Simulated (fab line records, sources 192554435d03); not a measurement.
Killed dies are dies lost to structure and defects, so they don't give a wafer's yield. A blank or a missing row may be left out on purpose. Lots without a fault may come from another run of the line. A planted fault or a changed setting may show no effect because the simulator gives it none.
Chamber matching | flow n5_finfet | N5_BEOL_M11_STRIP_36 on rie_diel-03: 4 sister chambers
The step strips in N2/H2. 4 wafers are shown with their chamber, then 7 later ones without.

WAFERS WITH THEIR CHAMBER
wafer  | chamber | showerhead_plenum_p_Torr (Torr)
L090.3 | 0       | 2.60
L090.4 | 2       | 2.57
L091.1 | 3       | 2.51
L091.5 | 1       | 2.42

WAFERS WITHOUT THEIR CHAMBER
wafer  | showerhead_plenum_p_Torr (Torr)
L091.6 | 2.57
L094.2 | 2.59
L094.4 | 2.42
L094.5 | 2.59
L092.1 | 2.41
L092.3 | 2.59
L092.4 | 2.57

WHICH CHAMBER EACH WENT THROUGH
wafer  | from the rows above     | in truth
L091.6 | 2                       | 2
L094.2 | can't be placed: 0 or 2 | 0
L094.4 | 1                       | 1
L094.5 | can't be placed: 0 or 2 | 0
L092.1 | 1                       | 1
L092.3 | can't be placed: 0 or 2 | 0
L092.4 | 2                       | 2
Placed correctly: 4 of 7. Can't be placed from these rows: 3 (the true chamber is among the candidates in 3). Placed wrongly: 0.
How it was worked out, from the rows above alone: a wafer's distance from a chamber is the root of the sum, over the readings, of the square of ((its reading less the chamber's mean) divided by the reading's scatter). The wafer belongs to the nearest chamber; if the next one is less than 2 further off, it can't be placed. A chamber's mean is the mean of its shown wafers. The scatter: with one shown wafer a chamber, the root of the mean of the squares of how far each hidden wafer lies from its nearest shown one.
